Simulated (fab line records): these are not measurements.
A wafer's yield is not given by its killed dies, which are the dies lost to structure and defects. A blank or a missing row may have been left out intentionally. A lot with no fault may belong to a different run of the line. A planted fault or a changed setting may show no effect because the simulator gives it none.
Comparing a struck lot with a sound one :: flow n5_finfet :: 20 steps out of a route of 1938
Sound: these wafers, L817.1, L817.4, L817.6. Wafers struck: L828.2, L828.3, L828.6. The cause is named last.
For every step that has rows: the tool of each side, followed by ch and its chambers, followed by its first start. Under that, the readings that differ: sound wafers :: struck wafers :: difference of the means :: sigmas: that difference in standard deviations of wafers without a fault.
alike: readings whose means differ by less than 2 such deviations, and words and numbers that are the same on both sides. not compared: withheld readings, readings that some wafer has no value for, bounds like >300 that may hide the same value, and numbers for which the record gives no deviation and whose values overlap.
A row with sigmas, a row that says differs or no value, or rows on one side alone: a step with any of these is where the two part. Non-overlapping numbers with no deviation appear without sigmas and do not part them. A reading that every wafer of one side lacks parts them only if that side has two wafers or more.

first, 8 steps without rows for these wafers: N5_BEOL_M9_CMP_52 (polishes, stops on SiCOH lowk, t overpolish 7 s, target thk 140 nm); N5_BEOL_M9_PRE_CLEAN_55 (time 15 s); N5_BEOL_M9_DEP_56 (deposits SiCN from 3MS/NH3, target thk 15 nm, time 26.5 s); N5_BEOL_M10_ILD_DEP_00 (deposits SiCOH lowk from DEMS/porogen, target thk 308.51 nm, time 58 s); N5_BEOL_M10_CURE_71 (cures SiCOH lowk, time 240 s); N5_BEOL_M10_PECVD_70 (deposits SiO2 from TEOS/O2, target thk 20 nm, time 22.7 s); N5_BEOL_M10_HM_DEP_02 (deposits TiN, target thk 20 nm); N5_BEOL_M10_COAT_59 (time 60 s, resist thk 100 nm).
N5_BEOL_M10_COAT_60: time 60 s, resist thk 30 nm.
  sound on litho_track-03 ch 0, day 11 12:33; struck on litho_track-03 ch 0, day 14 14:04
reading: spin_speed_rpm (rpm)
sound: 1498.4 1499.7 1499.8
struck: 1423.6 1423.3 1422.8
difference: -76.1
sigmas: -94

reading: model.SiARC_of_BEOL_M10_COAT_60.thk_nm (nm)
sound: 29.8 30 30
struck: 30.8 30.8 30.8
difference: +0.9
sigmas: 
then, 7 steps without rows for these wafers: N5_BEOL_M10_COAT_05 (resist thk 90 nm); N5_BEOL_M10_EBR_07; N5_BEOL_M10_SOFTBAKE_06 (time 60 s); N5_BEOL_M10_EXPOSE_08 (exposes mask M10); N5_BEOL_M10_PEB_09 (peb time 60 s); N5_BEOL_M10_DEVELOP_10 (develop time 30 s); N5_BEOL_M10_DESCUM_16 (chemistry O2, time 7.9 s).
N5_BEOL_M10_ETCH_61: etches SiARC in CF4, target depth 39 nm, time 65 s.
  sound on rie_diel-06 ch 0,2, day 11 12:56; struck on rie_diel-04 ch 0,2,3, day 14 14:26
reading: etch_rf_on_time_s (s)
sound: 61.5 64.5 61.8
struck: 67.2 67.4 67.9
difference: +4.9
sigmas: +4

reading: model.etch.depth_nm (nm)
sound: 29.83 29.94 29.98
struck: 30.78 30.8 30.86
difference: +0.90
sigmas: 

reading: model.CAR-ArF_of_BEOL_M10_COAT_05.thk_nm (nm)
sound: 56 56 55.6
struck: 54.8 55 55
difference: -0.9
sigmas: 
  alike: drypump_motor_current_A, oes_product_au, rf_vpp_V, showerhead_plenum_p_Torr, throttle_valve_pct
  not compared: rf_hours_counter_h
N5_BEOL_M10_ETCH_62: etches SOC in N2/H2, target depth 110 nm, overetch 22 nm, time 165 s.
  sound on rie_diel-06 ch 0,2, day 11 12:59; struck on rie_diel-04 ch 0,2,3, day 14 14:29
reading: model.SiARC_of_BEOL_M10_COAT_60.thk_nm (nm)
sound: 23 23.4 23.2
struck: 24.4 24.4 24.6
difference: +1.3
sigmas: 
  alike: drypump_motor_current_A, oes_product_au, rf_vpp_V, showerhead_plenum_p_Torr, throttle_valve_pct
  not compared: rf_hours_counter_h
then, 1 step without rows for these wafers: N5_BEOL_M10_STRIP_68 (strips in N2/H2).
-- here the record skips 2 days between the struck wafers' starts before and after, leaving off in module BEOL_M10 and picking up in module PASSIVATION (first step shown: number 1936 of the route) --
N5_PASSIVATION_PROBE_49:
  sound: prober-01 at day 13 21:14; struck: prober-02 at day 16 23:00
  alike: defect_limited_yield, killed_at_M0_to_M3, killed_at_M4_up, killed_at_contacts, killed_at_front_end, killed_at_other, killed_dies, killed_open, killed_short, sort_bin_5_function, sort_bin_6_memory, sort_n_pass, sort_yield_pct

## WHERE THEY PART
Last at N5_BEOL_M10_ETCH_61 as far as this record goes, first at N5_BEOL_M10_COAT_60. Later steps at which nothing parts them and some readings are alike: N5_BEOL_M10_ETCH_62, N5_PASSIVATION_PROBE_49.

WHY: what the simulator had put in
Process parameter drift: litho_track-03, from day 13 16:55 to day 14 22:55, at N5_BEOL_M10_COAT_60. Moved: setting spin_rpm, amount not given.
